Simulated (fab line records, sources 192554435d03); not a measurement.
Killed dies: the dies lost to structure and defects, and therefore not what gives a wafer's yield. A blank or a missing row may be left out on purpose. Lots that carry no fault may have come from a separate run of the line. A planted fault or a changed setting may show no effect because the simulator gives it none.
fab line records    flow n5-finfet
record lots=7  wafers=21
route steps=1938 shown ZERO_LAYER@6 PMOS_HMC_CHANNEL_EPI@62 FIN_CUT@156 DUMMY_GATE@228 SD_EPI_N@278 SD_ACTIVATION@331
start-h: hours from the record's first day to the start of the lot's first wafer shown    wait-h: how many hours have passed since the lot's step before this one    " identical to the entry in the row above    L1.1+2: a single row standing in for several wafers    - no value present, or no start provided    * or withheld: withheld    < > ~ a bound
route shown NAME@n: a module of which the file shows steps, and the number in the route of the first    usual: average and standard deviation across the fault-free wafers    same: alike in all rows    chamber/n: place in a boat    sites: per-site readings    _std_site: the values' standard deviation    _edge_site: mean of outer sites minus mean of inner sites    radius-mm: how far each site lies from the wafer's centre    mask NAME#n: copy n    behind: the most recent tool/chamber to have shaped the wafer    hold: why the lot went on hold/how many hours it stayed there/how the hold came to an end    device: whichever transistor did not switch (one of n, p or np)    end of line: the route-end tests of the same wafers    a step with no rows: only its recipe    killed: count of dies lost to structure and defects at first sort (not the wafer's yield)    map: a wafer's dies, x killed, . not, _ none there
set.NAME: the run value of the setting; set.NAME@STEP: its run value at that earlier step    model.NAME: the simulator's own value behind a step, which no gauge read
lots whose settings were changed on purpose; a table a step, a row a wafer
## steps
# step N5_ZERO_LAYER_COAT_05
# recipe spin-rpm=1500  resist-thk-nm=1000
lot.wafer   tool            chamber  start-h  wait-h  set.spin-rpm  model.coat_of_ZERO_LAYER_COAT_05.thk-nm
L085.2      litho-track-03  0        -        -       1500          999.6
L085.4      "               0        "        "       1500          1004
L085.6      "               0        "        "       1500          1000
L090.2      litho-track-03  0        -        -       1500          997.6
L090.3+5    "               0        "        "       1388          1038
L091.1      litho-track-03  0        -        -       1500          996
L091.3      "               0        "        "       1599          962.9
L091.6      "               0        "        "       1599          964
L092.1+5+6  litho-track-03  0        -        -       1500          1006
L094.2      litho-track-02  0        -        -       1500          999.1
L094.3      "               0        "        "       1500          1001
L094.5      "               0        "        "       1500          996.6
L095.1+2    litho-track-03  0        -        -       1500          997.7
L095.5      "               0        "        "       1500          1003
L096.2      litho-track-04  0        -        -       1500          998.2
L096.5      "               0        "        "       1500          996.9
L096.6      "               0        "        "       1500          999
# step N5_ZERO_LAYER_EBR_07
# recipe solvent=PGMEA  ebr-width-mm=1.5
# step N5_ZERO_LAYER_SOFTBAKE_06
# recipe temp-c=100  time-s=90
# step N5_ZERO_LAYER_DESCUM_16
# recipe chemistry=O2  time-s=7.9  source-power-w=50  bias-power-w=20  pressure-mtorr=20  rf-frequency-hz=2.712e+07  temp-c=40  o2-flow-sccm=225
# step N5_ZERO_LAYER_ETCH_17
# recipe chemistry=CF4  target=SiO2  target-depth-a=120  time-s=13.3  ion-energy-ev=350  pressure-mtorr=40  source-w=450  bias-w=215  Ar_flow_sccm=100  cf4-flow-sccm=100
lot.wafer  tool         chamber  start-h  wait-h  set.spin-rpm@ZERO_LAYER_COAT_05  model.coat_of_ZERO_LAYER_COAT_05.thk-nm
L085.2     rie-diel-06  3        78.84    0.0     1500                             970
L085.4     "            0        "        "       1500                             974.1
L085.6     "            3        "        "       1500                             970.4
L090.2     rie-diel-01  0        108.84   0.0     1500                             968.4
L090.3+5   "            2        "        "       1388                             1007
L091.1     rie-diel-04  0        114.71   0.0     1500                             966.6
L091.3     "            2        "        "       1599                             932.5
L091.6     "            2        "        "       1599                             933.4
L092.1     rie-diel-01  2        121.10   0.0     1500                             975.2
L092.5     "            0        "        "       1500                             976.3
L092.6     "            1        "        "       1500                             977.6
L094.2     rie-diel-01  3        132.92   0.0     1500                             969.2
L094.3     "            2        "        "       1500                             970.1
L094.5     "            1        "        "       1500                             967.7
L095.1     rie-diel-01  3        138.81   0.0     1500                             967.8
L095.2     "            2        "        "       1500                             967
L095.5     "            1        "        "       1500                             974.4
L096.2     rie-diel-01  2        144.84   0.0     1500                             967.3
L096.5     "            2        "        "       1500                             966
L096.6     "            1        "        "       1500                             970.3
# step N5_ZERO_LAYER_ETCH_18
# recipe chemistry=HBr/Cl2  target=Si  target-depth-a=1200  time-s=40  pressure-mtorr=10  icp-w=800  bias-w=75  HBr_flow_sccm=150  Cl2_flow_sccm=80
lot.wafer   tool       chamber  start-h  wait-h  set.icp-w
L085.2+4+6  rie-si-02  1,2,1    78.91    0.0     800
L090.2+5    rie-si-06  3        108.91   0.0     800
L090.3      "          0        "        "       749.3
L091.1      rie-si-04  2        114.79   0.0     800
L091.3+6    "          3,2      "        "       754.5
L092.1+5+6  rie-si-06  3,0,1    121.18   0.0     800
L094.2+3+5  rie-si-06  2,3,0    132.99   0.0     800
L095.1+2+5  rie-si-06  2,1,2    138.88   0.0     800
L096.2+5+6  rie-si-04  3,3,0    144.91   0.0     800
# step N5_ZERO_LAYER_STRIP_24
# recipe chemistry=O2  power-w=1000  temp-c=250  overash-fraction=0.3  pressure-mtorr=1000  o2-flow-sccm=6750
# usual strip-time-to-endpoint-s=43.83/0.11
lot.wafer  tool             chamber  start-h  wait-h  set.spin-rpm@ZERO_LAYER_COAT_05  strip-time-to-endpoint-s
L085.2     plasma-asher-02  0        79.02    0.1     1500                             43.83
L085.4     "                0        "        "       1500                             43.87
L085.6     "                1        "        "       1500                             43.85
L090.2     plasma-asher-01  0        109.02   0.1     1500                             43.74
L090.3     "                1        "        "       1388                             44.89
L090.5     "                0        "        "       1388                             44.89
L091.1     plasma-asher-01  0        114.89   0.1     1500                             43.73
L091.3     "                1        "        "       1599                             42.70
L091.6     "                1        "        "       1599                             42.76
L092.1     plasma-asher-02  0        121.59   0.4     1500                             43.96
L092.5     "                0        "        "       1500                             43.97
L092.6     "                1        "        "       1500                             44.08
L094.2     plasma-asher-02  0        133.10   0.1     1500                             43.77
L094.3     "                0        "        "       1500                             43.81
L094.5     "                0        "        "       1500                             43.72
L095.1     plasma-asher-01  1        138.98   0.1     1500                             43.74
L095.2     "                0        "        "       1500                             43.80
L095.5     "                1        "        "       1500                             43.93
L096.2     plasma-asher-01  0        145.02   0.1     1500                             43.74
L096.5     "                1        "        "       1500                             43.70
L096.6     "                0        "        "       1500                             43.81
# step N5_PMOS_HMC_CHANNEL_EPI_EXPOSE_06
# recipe mask-id=PMOS_HMC_BLK  na=1.35  source-shape=conventional  sigma-outer=0.8  polarization=unpolarized  target-cd-nm=240  dose-mj=41
lot.wafer   tool             chamber  start-h  wait-h  mask            set.dose-mj
L085.2+4    arfi-scanner-02  0        82.86    -       PMOS_HMC_BLK#0  42.34
L085.6      "                0        "        "       PMOS_HMC_BLK#0  41
L090.2+3+5  arfi-scanner-03  0        113.27   -       PMOS_HMC_BLK#0  41
L091.1+3    arfi-scanner-02  0        119.34   -       PMOS_HMC_BLK#0  41
L091.6      "                0        "        "       PMOS_HMC_BLK#0  39.29
L092.1      arfi-scanner-02  0        125.71   -       PMOS_HMC_BLK#0  42.65
L092.5+6    "                0        "        "       PMOS_HMC_BLK#0  41
L094.2+3    arfi-scanner-01  0        137.28   -       PMOS_HMC_BLK#0  43.62
L094.5      "                0        "        "       PMOS_HMC_BLK#0  41
L095.1+2+5  arfi-scanner-01  0        143.18   -       PMOS_HMC_BLK#0  41
L096.2+5+6  arfi-scanner-03  0        149.64   -       PMOS_HMC_BLK#0  41
# step N5_PMOS_HMC_CHANNEL_EPI_PEB_07
# recipe peb-temp-c=110  peb-time-s=60  resist=CAR-ArF-block
# step N5_PMOS_HMC_CHANNEL_EPI_DEVELOP_08
# recipe develop-time-s=30  developer=TMAH  resist=CAR-ArF-block  dev-temp-c=23  rinse-liquid=diw  dry=air-spin
# step N5_PMOS_HMC_CHANNEL_EPI_CD_MEAS_09
# recipe target-cd-nm=237.4  landing-energy-ev=500  detector=se-inlens
# usual cd-nm=237.6/0.93
lot.wafer  tool       chamber  start-h  wait-h  set.dose-mj@PMOS_HMC_CHANNEL_EPI_EXPOSE_06  cd-nm
L085.2     cd-sem-01  0        82.98    -       42.34                                       240.5
L085.4     "          0        "        "       42.34                                       240.0
L085.6     "          0        "        "       41                                          238.3
L090.2     cd-sem-03  0        113.39   -       41                                          239.6
L090.3     "          0        "        "       41                                          237.3
L090.5     "          0        "        "       41                                          237.1
L091.1     cd-sem-02  0        119.46   -       41                                          236.6
L091.3     "          0        "        "       41                                          236.9
L091.6     "          0        "        "       39.29                                       232.9
L092.1     cd-sem-02  0        125.84   -       42.65                                       240.7
L092.5     "          0        "        "       41                                          236.8
L092.6     "          0        "        "       41                                          236.9
L094.2     cd-sem-03  0        137.40   -       43.62                                       241.3
L094.3     "          0        "        "       43.62                                       242.9
L094.5     "          0        "        "       41                                          237.5
L095.1     cd-sem-01  0        143.31   -       41                                          238.0
L095.2     "          0        "        "       41                                          236.9
L095.5     "          0        "        "       41                                          236.5
L096.2     cd-sem-01  0        149.76   -       41                                          236.1
L096.5     "          0        "        "       41                                          235.2
L096.6     "          0        "        "       41                                          236.4
# step N5_PMOS_HMC_CHANNEL_EPI_DESCUM_14
# recipe chemistry=O2  time-s=7.9  source-power-w=50  bias-power-w=20  pressure-mtorr=20  rf-frequency-hz=2.712e+07  temp-c=40  resist=CAR-ArF-block  o2-flow-sccm=225
lot.wafer  tool         chamber  start-h  wait-h  set.time-s  set.dose-mj@PMOS_HMC_CHANNEL_EPI_EXPOSE_06  model.PMOS_HMC_CHANNEL_EPI.cd-nm
L085.2     rie-diel-01  3        83.06    0.0     7.9         42.34                                       240.2
L085.4     "            0        "        "       6.944       42.34                                       239.6
L085.6     "            0        "        "       7.9         41                                          238.3
L090.2     rie-diel-06  3        113.47   0.0     7.9         41                                          239.5
L090.3     "            0        "        "       7.154       41                                          237.3
L090.5     "            2        "        "       7.154       41                                          236.7
L091.1     rie-diel-04  2        119.55   0.0     7.9         41                                          237
L091.3     "            0        "        "       7.9         41                                          237.3
L091.6     "            2        "        "       7.9         39.29                                       233.8
L092.1     rie-diel-04  1        125.92   0.0     7.9         42.65                                       240.4
L092.5     "            2        "        "       7.9         41                                          237
L092.6     "            1        "        "       7.9         41                                          236.7
L094.2     rie-diel-01  2        137.50   0.0     7.9         43.62                                       241.2
L094.3     "            3        "        "       7.9         43.62                                       243.1
L094.5     "            1        "        "       7.9         41                                          237.1
L095.1     rie-diel-04  1        143.40   0.0     7.9         41                                          237.6
L095.2     "            0        "        "       7.9         41                                          237
L095.5     "            0        "        "       7.9         41                                          236.3
L096.2     rie-diel-04  2        150.15   0.3     7.9         41                                          236.6
L096.5     "            0        "        "       7.9         41                                          235.6
L096.6     "            1        "        "       7.9         41                                          236.5
# step N5_FIN_CUT_COAT_29
# recipe resist=underlayer  temp-c=205  time-s=60  spin-rpm=1500  resist-thk-nm=10
lot.wafer   tool            chamber  start-h  wait-h  set.spin-rpm  model.underlayer_of_FIN_CUT_COAT_29.thk-nm
L085.2+4    litho-track-02  0        -        -       1624          9.6
L085.6      "               0        "        "       1500          10
L090.2+3    litho-track-05  0        -        -       1500          10
L090.5      "               0        "        "       1632          9.6
L091.1+3+6  litho-track-02  0        -        -       1500          10
L092.1+5+6  litho-track-02  0        -        -       1500          10
L094.2      litho-track-01  0        -        -       1353          10.6
L094.3+5    "               0        "        "       1500          10
L095.1+5    litho-track-01  0        -        -       1332          10.6
L095.2      "               0        "        "       1500          10
L096.2+5+6  litho-track-02  0        -        -       1500          10
# step N5_FIN_CUT_EXPOSE_05
# recipe mask-id=FIN_CUT  na=0.33  source-shape=annular  sigma-inner=0.35  sigma-outer=0.8  polarization=unpolarized  dose-mj=45.75
lot.wafer   tool            chamber  start-h  wait-h  mask       set.dose-mj
L085.2+6    euv-scanner-01  0        93.88    -       FIN_CUT#0  45.75
L085.4      "               0        "        "       FIN_CUT#0  48.25
L090.2+3+5  euv-scanner-02  0        122.94   -       FIN_CUT#0  45.75
L091.1+3+6  euv-scanner-01  0        128.69   -       FIN_CUT#0  45.75
L092.1+5+6  euv-scanner-02  0        136.34   -       FIN_CUT#0  45.75
L094.2+5    euv-scanner-02  0        147.72   -       FIN_CUT#0  48.13
L094.3      "               0        "        "       FIN_CUT#0  45.75
L095.1+2+5  euv-scanner-01  0        152.81   -       FIN_CUT#0  45.75
L096.2+5+6  euv-scanner-01  0        159.14   -       FIN_CUT#0  45.75
# step N5_FIN_CUT_PEB_06
# recipe peb-temp-c=100  peb-time-s=60  resist=CAR-EUV
# step N5_FIN_CUT_DEVELOP_07
# recipe develop-time-s=30  developer=TMAH  resist=CAR-EUV  rinse-liquid=surfactant-rinse  dry=air-spin  dev-temp-c=23
# step N5_FIN_CUT_DESCUM_13
# recipe chemistry=O2  time-s=7  source-power-w=50  bias-power-w=20  pressure-mtorr=20  rf-frequency-hz=2.712e+07  temp-c=40  resist=CAR-EUV  o2-flow-sccm=225
# step N5_FIN_CUT_ETCH_30
# recipe chemistry=N2/H2  target=underlayer  target-depth-a=130  mask-material=CAR-EUV  time-s=10.4  ion-energy-ev=200  pressure-mtorr=30  source-w=840  bias-w=150  n2-flow-sccm=200  h2-flow-sccm=200  ends=cleared
lot.wafer  tool         chamber  start-h  wait-h  set.spin-rpm@FIN_CUT_COAT_29  model.CAR-EUV_of_FIN_CUT_COAT_02.thk-nm  model.etch.depth-nm
L085.2     rie-diel-06  3        94.16    0.0     1624                          15                                       9.613
L085.4     "            0        "        "       1624                          15                                       9.6
L085.6     "            1        "        "       1500                          14.8                                     9.988
L090.2     rie-diel-06  1        123.23   0.0     1500                          14.6                                     10.05
L090.3     "            3        "        "       1500                          14.4                                     10.03
L090.5     "            2        "        "       1632                          15                                       9.644
L091.1     rie-diel-04  2        129.06   0.0     1500                          14.8                                     10.03
L091.3     "            0        "        "       1500                          14.6                                     10.01
L091.6     "            3        "        "       1500                          14.8                                     9.982
L092.1     rie-diel-06  0        136.63   0.0     1500                          14.6                                     9.986
L092.5     "            2        "        "       1500                          14.6                                     10.02
L092.6     "            1        "        "       1500                          14.8                                     9.982
L094.2     rie-diel-01  3        148.00   0.0     1353                          14                                       10.52
L094.3     "            1        "        "       1500                          15                                       10.01
L094.5     "            1        "        "       1500                          15                                       9.988
L095.1     rie-diel-06  0        153.11   0.0     1332                          14                                       10.6
L095.2     "            3        "        "       1500                          14.6                                     9.993
L095.5     "            2        "        "       1332                          14                                       10.62
L096.2     rie-diel-06  1        159.43   0.0     1500                          14.8                                     10.02
L096.5     "            1        "        "       1500                          14.8                                     10.06
L096.6     "            0        "        "       1500                          14.8                                     10.04
# step N5_DUMMY_GATE_EXPOSE_12
# recipe mask-id=GATE  na=0.33  source-shape=annular  sigma-inner=0.2  sigma-outer=0.6  polarization=unpolarized  target-cd-nm=25  dose-mj=34
lot.wafer   tool            chamber  start-h  wait-h  mask    set.dose-mj
L085.2      euv-scanner-02  0        112.48   -       GATE#0  34
L085.4+6    "               0        "        "       GATE#0  36.14
L090.2+3+5  euv-scanner-02  0        141.97   -       GATE#0  34
L091.1+6    euv-scanner-02  0        147.49   -       GATE#0  36.22
L091.3      "               0        "        "       GATE#0  34
L092.1+5    euv-scanner-02  0        157.08   -       GATE#0  31.83
L092.6      "               0        "        "       GATE#0  34
L094.2      euv-scanner-02  0        168.37   -       GATE#0  34
L094.3+5    "               0        "        "       GATE#0  31.57
L095.1+5    euv-scanner-02  0        171.74   -       GATE#0  33.09
L095.2      "               0        "        "       GATE#0  34
L096.2+5+6  euv-scanner-02  0        177.54   -       GATE#0  34
# step N5_DUMMY_GATE_PEB_13
# recipe peb-temp-c=100  peb-time-s=60  resist=CAR-EUV
# step N5_DUMMY_GATE_DEVELOP_14
# recipe develop-time-s=30  developer=TMAH  resist=CAR-EUV  rinse-liquid=surfactant-rinse  dry=air-spin  dev-temp-c=23
# step N5_DUMMY_GATE_CD_MEAS_15
# recipe target-cd-nm=25.8  landing-energy-ev=500  detector=se-inlens
# usual cd-nm=25.00/0.26
lot.wafer  tool       chamber  start-h  wait-h  set.dose-mj@DUMMY_GATE_EXPOSE_12  cd-nm
L085.2     cd-sem-03  0        112.60   -       34                                25.01
L085.4     "          0        "        "       36.14                             24.54
L085.6     "          0        "        "       36.14                             23.38
L090.2     cd-sem-01  0        142.10   -       34                                25.08
L090.3     "          0        "        "       34                                24.86
L090.5     "          0        "        "       34                                24.93
L091.1     cd-sem-02  0        147.62   -       36.22                             23.89
L091.3     "          0        "        "       34                                24.67
L091.6     "          0        "        "       36.22                             24.06
L092.1     cd-sem-03  0        157.20   -       31.83                             26.56
L092.5     "          0        "        "       31.83                             26.28
L092.6     "          0        "        "       34                                24.99
L094.2     cd-sem-03  0        168.49   -       34                                24.82
L094.3     "          0        "        "       31.57                             26.38
L094.5     "          0        "        "       31.57                             26.35
L095.1     cd-sem-03  0        171.87   -       33.09                             25.36
L095.2     "          0        "        "       34                                24.93
L095.5     "          0        "        "       33.09                             25.63
L096.2     cd-sem-03  0        177.67   -       34                                25.18
L096.5     "          0        "        "       34                                25.49
L096.6     "          0        "        "       34                                25.40
# step N5_DUMMY_GATE_ETCH_37
# recipe chemistry=N2/H2  target=SOC  target-depth-a=600  overetch-a=300  temp-c=40  ion-energy-ev=200  pressure-mtorr=30  source-w=840  bias-w=150  n2-flow-sccm=200  h2-flow-sccm=200
# usual rf-vpp-V=523.7/2
lot.wafer  tool         chamber  start-h  wait-h  set.source-w  rf-vpp-V
L085.2     rie-diel-06  3        112.88   0.0     840           522.6
L085.4     "            0        "        "       840           520.2
L085.6     "            0        "        "       840           520.8
L090.2     rie-diel-01  1        142.39   0.0     840           527.2
L090.3     "            3        "        "       840           525.3
L090.5     "            2        "        "       840           525.1
L091.1     rie-diel-04  1        147.90   0.0     840           524.8
L091.3     "            0        "        "       692.8         560.4
L091.6     "            2        "        "       840           522.0
L092.1     rie-diel-01  1        157.48   0.0     723.2         555.0
L092.5     "            1        "        "       840           526.8
L092.6     "            3        "        "       723.2         551.0
L094.2     rie-diel-01  1        168.88   0.0     699.3         561.2
L094.3     "            0        "        "       699.3         555.5
L094.5     "            2        "        "       840           523.8
L095.1     rie-diel-06  0        172.20   0.0     840           521.3
L095.2     "            3        "        "       840           523.9
L095.5     "            1        "        "       840           523.3
L096.2     rie-diel-04  2        178.03   0.0     840           522.0
L096.5     "            0        "        "       840           525.7
L096.6     "            3        "        "       840           523.0
# step N5_SD_EPI_N_ETCH_45
# recipe chemistry=CH3F/O2  target=SiOCN  target-depth-a=60  mask-material=SOC  ion-energy-ev=60  bias-w=29  pressure-mtorr=15  source-w=410  Ar_flow_sccm=150  CH3F_flow_sccm=30  O2_flow_sccm=20
lot.wafer  tool         chamber  start-h  wait-h  set.target-depth-a  model.etch.depth-nm
L085.2     rie-diel-05  0        115.49   0.1     60                  5.973
L085.4     "            3        "        "       60                  5.759
L085.6     "            2        "        "       60                  6.032
L090.2     rie-diel-03  2        145.00   0.1     63.69               6.505
L090.3     "            0        "        "       60                  6.077
L090.5     "            0        "        "       63.69               6.416
L091.1     rie-diel-05  2        151.05   0.1     60                  6.122
L091.3     "            1        "        "       60                  6.186
L091.6     "            1        "        "       60                  6.185
L092.1     rie-diel-05  2        159.97   0.1     62.28               6.27
L092.5     "            0        "        "       62.28               6.195
L092.6     "            1        "        "       60                  6.13
L094.2     rie-diel-05  0        171.75   0.1     60                  5.891
L094.3     "            2        "        "       64.86               6.532
L094.5     "            2        "        "       64.86               6.484
L095.1     rie-diel-05  1        174.97   0.1     60                  6.133
L095.2     "            2        "        "       53.66               5.368
L095.5     "            2        "        "       53.66               5.415
L096.2     rie-diel-05  0        180.90   0.1     60                  5.834
L096.5     "            2        "        "       60                  5.942
L096.6     "            1        "        "       60                  6.078
# step N5_SD_EPI_N_ETCH_16
# recipe chemistry=CHF3/O2  target=SiO2  target-depth-a=50  mask-material=SOC  pressure-mtorr=30  source-w=650  bias-w=170  Ar_flow_sccm=200  CHF3_flow_sccm=50  O2_flow_sccm=5  ion-energy-ev=200
lot.wafer  tool         chamber  start-h  wait-h  set.target-depth-a  model.etch.depth-nm
L085.2     rie-diel-05  0        115.59   0.1     51.82               5.176
L085.4     "            3        "        "       51.82               5.023
L085.6     "            2        "        "       50                  5.118
L090.2     rie-diel-03  2        145.10   0.1     50                  5.139
L090.3     "            0        "        "       47.03               4.783
L090.5     "            0        "        "       47.03               4.751
L091.1     rie-diel-05  2        151.15   0.1     50                  5.124
L091.3     "            1        "        "       44.72               4.545
L091.6     "            1        "        "       44.72               4.587
L092.1     rie-diel-05  2        160.07   0.1     55.93               5.666
L092.5     "            0        "        "       50                  5.026
L092.6     "            1        "        "       50                  5.11
L094.2     rie-diel-05  0        171.85   0.1     44.38               4.392
L094.3     "            2        "        "       50                  4.999
L094.5     "            2        "        "       44.38               4.439
L095.1     rie-diel-05  1        175.07   0.1     50                  5.115
L095.2     "            2        "        "       50                  5.059
L095.5     "            2        "        "       50                  5.08
L096.2     rie-diel-05  0        181.00   0.1     50                  4.956
L096.5     "            2        "        "       50                  5.092
L096.6     "            1        "        "       50                  5.155
# step N5_SD_ACTIVATION_LSA_01
# recipe temp-c=1080  time-s=0.0008  ambient=N2
# usual wafer_temp_C_max=1086.4/2
lot.wafer  tool             chamber  start-h  wait-h  set.temp-c  wafer_temp_C_max
L085.2     laser-anneal-01  0        125.63   0.2     1080        1085.7
L085.4     "                0        "        "       1080        1088.5
L085.6     "                0        "        "       1080        1086.3
L090.2     laser-anneal-01  0        153.72   0.2     1080        1086.7
L090.3     "                0        "        "       1058        1065.2
L090.5     "                0        "        "       1080        1087.9
L091.1     laser-anneal-02  0        160.37   0.2     1047        1050.6
L091.3     "                0        "        "       1080        1086.2
L091.6     "                0        "        "       1047        1050.1
L092.1     laser-anneal-01  0        170.61   0.2     1080        1086.8
L092.5     "                0        "        "       1080        1087.7
L092.6     "                0        "        "       1080        1086.5
L094.2     laser-anneal-01  0        181.22   0.2     1070        1078.2
L094.3     "                0        "        "       1070        1075.9
L094.5     "                0        "        "       1070        1076.0
L095.1     laser-anneal-02  0        184.52   0.2     1080        1084.3
L095.2     "                0        "        "       1080        1083.8
L095.5     "                0        "        "       1080        1087.2
L096.2     laser-anneal-01  0        189.57   0.2     1080        1086.7
L096.5     "                0        "        "       1080        1088.6
L096.6     "                0        "        "       1080        1089.5
# step N5_SD_ACTIVATION_RS_MEAS_03
# recipe thk-meas-gauge=four-point-probe
# usual RS_SD_N=21.9/0.31  RS_SD_P=55.9/0.99
lot.wafer  tool           chamber  start-h  wait-h  set.temp-c@SD_ACTIVATION_LSA_01  RS_SD_N[ohm/sq]  RS_SD_P[ohm/sq]
L085.2     film-metro-02  -        125.83   0.2     1080                             21.7             56.7
L085.4     "              -        "        "       1080                             21.7             56.7
L085.6     "              -        "        "       1080                             21.9             57.5
L090.2     film-metro-01  -        153.92   0.2     1080                             21.6             56.8
L090.3     "              -        "        "       1058                             23.8             57.2
L090.5     "              -        "        "       1080                             21.5             56.9
L091.1     film-metro-02  -        160.57   0.2     1047                             24.8             55.3
L091.3     "              -        "        "       1080                             21.6             54.4
L091.6     "              -        "        "       1047                             24.7             55.8
L092.1     film-metro-02  -        170.81   0.2     1080                             22.0             56.0
L092.5     "              -        "        "       1080                             22.2             57.0
L092.6     "              -        "        "       1080                             21.7             57.4
L094.2     film-metro-01  -        181.41   0.2     1070                             22.9             56.2
L094.3     "              -        "        "       1070                             22.8             55.1
L094.5     "              -        "        "       1070                             22.7             57.0
L095.1     film-metro-01  -        184.72   0.2     1080                             21.6             54.4
L095.2     "              -        "        "       1080                             21.8             54.3
L095.5     "              -        "        "       1080                             21.8             53.9
L096.2     film-metro-02  -        189.76   0.2     1080                             22.4             56.4
L096.5     "              -        "        "       1080                             22.4             56.2
L096.6     "              -        "        "       1080                             22.3             56.7
## key
split step=N5_ZERO_LAYER_COAT_05  setting=spin-rpm  stated=1500  by=wafer
response step=N5_ZERO_LAYER_COAT_05  reading=model.coat_of_ZERO_LAYER_COAT_05.thk-nm  change=-5.18  per=1%  r=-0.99
response step=N5_ZERO_LAYER_ETCH_17  reading=model.coat_of_ZERO_LAYER_COAT_05.thk-nm  change=-5.12  per=1%  r=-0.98
response step=N5_ZERO_LAYER_STRIP_24  reading=strip-time-to-endpoint-s  change=*  per=1%  r=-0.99
split step=N5_ZERO_LAYER_ETCH_18  setting=icp-w  stated=800  by=wafer
response none clear
split step=N5_PMOS_HMC_CHANNEL_EPI_EXPOSE_06  setting=dose-mj  stated=41  by=wafer
response step=N5_PMOS_HMC_CHANNEL_EPI_CD_MEAS_09  reading=cd-nm  change=+0.787  per=1%  r=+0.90
response step=N5_PMOS_HMC_CHANNEL_EPI_DESCUM_14  reading=model.PMOS_HMC_CHANNEL_EPI.cd-nm  change=+0.774  per=1%  r=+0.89
split step=N5_PMOS_HMC_CHANNEL_EPI_DESCUM_14  setting=time-s  stated=7.9  by=wafer
response none clear
split step=N5_FIN_CUT_COAT_29  setting=spin-rpm  stated=1500  by=wafer
response step=N5_FIN_CUT_COAT_29  reading=model.underlayer_of_FIN_CUT_COAT_29.thk-nm  change=-0.0529  per=1%  r=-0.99
response step=N5_FIN_CUT_ETCH_30  reading=model.CAR-EUV_of_FIN_CUT_COAT_02.thk-nm  change=+0.0615  per=1%  r=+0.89
response step=N5_FIN_CUT_ETCH_30  reading=model.etch.depth-nm  change=-0.0507  per=1%  r=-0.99
split step=N5_FIN_CUT_EXPOSE_05  setting=dose-mj  stated=45.75  by=wafer
response none clear
split step=N5_DUMMY_GATE_EXPOSE_12  setting=dose-mj  stated=34  by=wafer
response step=N5_DUMMY_GATE_CD_MEAS_15  reading=cd-nm  change=-0.181  per=1%  r=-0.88
split step=N5_DUMMY_GATE_ETCH_37  setting=source-w  stated=840  by=wafer
response step=N5_DUMMY_GATE_ETCH_37  reading=rf-vpp-V  change=-2.04  per=1%  r=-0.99
split step=N5_SD_EPI_N_ETCH_45  setting=target-depth-a  stated=60  by=wafer
response step=N5_SD_EPI_N_ETCH_45  reading=model.etch.depth-nm  change=+0.0679  per=1%  r=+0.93
split step=N5_SD_EPI_N_ETCH_16  setting=target-depth-a  stated=50  by=wafer
response step=N5_SD_EPI_N_ETCH_16  reading=model.etch.depth-nm  change=+0.0508  per=1%  r=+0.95
split step=N5_SD_ACTIVATION_LSA_01  setting=temp-c  stated=1080  by=wafer
response step=N5_SD_ACTIVATION_LSA_01  reading=wafer_temp_C_max  change=*  per=1%  r=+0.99
response step=N5_SD_ACTIVATION_RS_MEAS_03  reading=RS_SD_N  change=-1.04  per=1%  r=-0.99
